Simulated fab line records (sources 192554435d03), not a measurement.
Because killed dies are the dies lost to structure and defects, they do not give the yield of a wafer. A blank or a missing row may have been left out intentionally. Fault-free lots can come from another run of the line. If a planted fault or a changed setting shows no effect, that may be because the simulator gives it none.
One fault through the eyes of 3 desks :: flow n5Finfet :: only its own numbers are on each desk; what lay behind them is given at the end

AT THE TOOL OWNER'S DESK: rieDiel-06
The tool's own readings at N5_BEOL_M8_STRIP_67 (strips in CF4): means of the sampled wafers that have a number, for each lot that ran on this tool. Marked OUT: a lot whose mean sits more than 4 standard deviations from the usual mean, which makes it out of limits; the brackets give that distance.
Columns: A = chamberPressureMTorr at N5_BEOL_M8_STRIP_67, usual 50.00 mTorr; B = drypumpMotorCurrentA at N5_BEOL_M8_STRIP_67, usual 5.6 A; C = oesProductAu at N5_BEOL_M8_STRIP_67, usual 0.78 a.u.; D = rfVppV at N5_BEOL_M8_STRIP_67, usual 271.6 V; E = showerheadPlenumPTorr at N5_BEOL_M8_STRIP_67, usual 1.81 Torr; F = throttleValvePct at N5_BEOL_M8_STRIP_67, usual 13.62 %
lot: L231
first seen here: day 9 23:26
A: 50.02
B: 5.5
C: 0.78
D: 272.1
E: 1.81
F: 13.68

lot: L232
first seen here: day 10 05:01
A: 50.01
B: 5.5
C: 0.74
D: 272.1
E: 1.81
F: 13.85

lot: L239
first seen here: day 12 13:50
A: 49.97
B: 5.5
C: 0.76
D: 270.7
E: 1.80
F: 13.72
This desk's finding: nothing out of limits on any of the 3 lots.

AT THE METROLOGY DESK
Means of the sampled wafers that have a number, per lot and without regard to the tool the lot ran on: this is what the gauges read. Marked OUT: a lot whose mean sits more than 4 standard deviations from the usual mean, which makes it out of limits; the brackets give that distance.
Columns: A = cdNm at N5_BEOL_M8_CD_MEAS_28, usual 40.02 nm
lot: L231
first seen here: day 10 00:09
A: 40.27

lot: L232
first seen here: day 10 06:12
A: 40.04

lot: L235
first seen here: day 11 03:33
A: 40.09

lot: L239
first seen here: day 12 15:11
A: 40.16

lot: L242
first seen here: day 13 05:16
A: 40.15

lot: L243
first seen here: day 13 08:05
A: 40.11

lot: L245
first seen here: day 14 01:22
A: 39.66

lot: L246
first seen here: day 14 03:21
A: 40.02

lot: L247
first seen here: day 15 06:08
A: 39.98

lot: L250
first seen here: day 16 06:23
A: 40.07
This desk's finding: nothing out of limits on any of the 10 lots.

THE DEFECT DESK
Per lot, the means of the sampled wafers with a number show what the inspections along the route counted. Marked OUT: a lot whose mean sits more than 4 standard deviations from the usual mean, which makes it out of limits; the brackets give that distance.
Columns: A = rawDefectCount at N5_BEOL_M8_INSPECT_13, usual 428; B = rawDefectCount at N5_BEOL_M8_INSPECT_30, usual 432
lot: L231
first seen here: day 9 22:54
A: 558
B: 568

lot: L232
first seen here: day 10 04:44
A: 510
B: 490

lot: L235
first seen here: day 11 00:58
A: 383
B: 434

lot: L239
first seen here: day 12 13:34
A: 416
B: 586

lot: L242
first seen here: day 13 04:12
A: 411
B: 379

lot: L243
first seen here: day 13 05:14
A: 446
B: 480

lot: L245
first seen here: day 13 23:35
A: 344
B: 347

lot: L246
first seen here: day 14 02:15
A: 448
B: 414

lot: L247
first seen here: day 15 05:06
A: 480
B: 496

lot: L250
first seen here: day 16 04:04
A: 540
B: 502
This desk's finding: nothing out of limits on any of the 10 lots.

TAKEN TOGETHER
The tool owner's desk saw nothing out of limits.
The metrology desk saw nothing out of limits.
Nothing the defect desk looked at was out of limits.

WHAT WAS PUT IN BY THE SIMULATOR
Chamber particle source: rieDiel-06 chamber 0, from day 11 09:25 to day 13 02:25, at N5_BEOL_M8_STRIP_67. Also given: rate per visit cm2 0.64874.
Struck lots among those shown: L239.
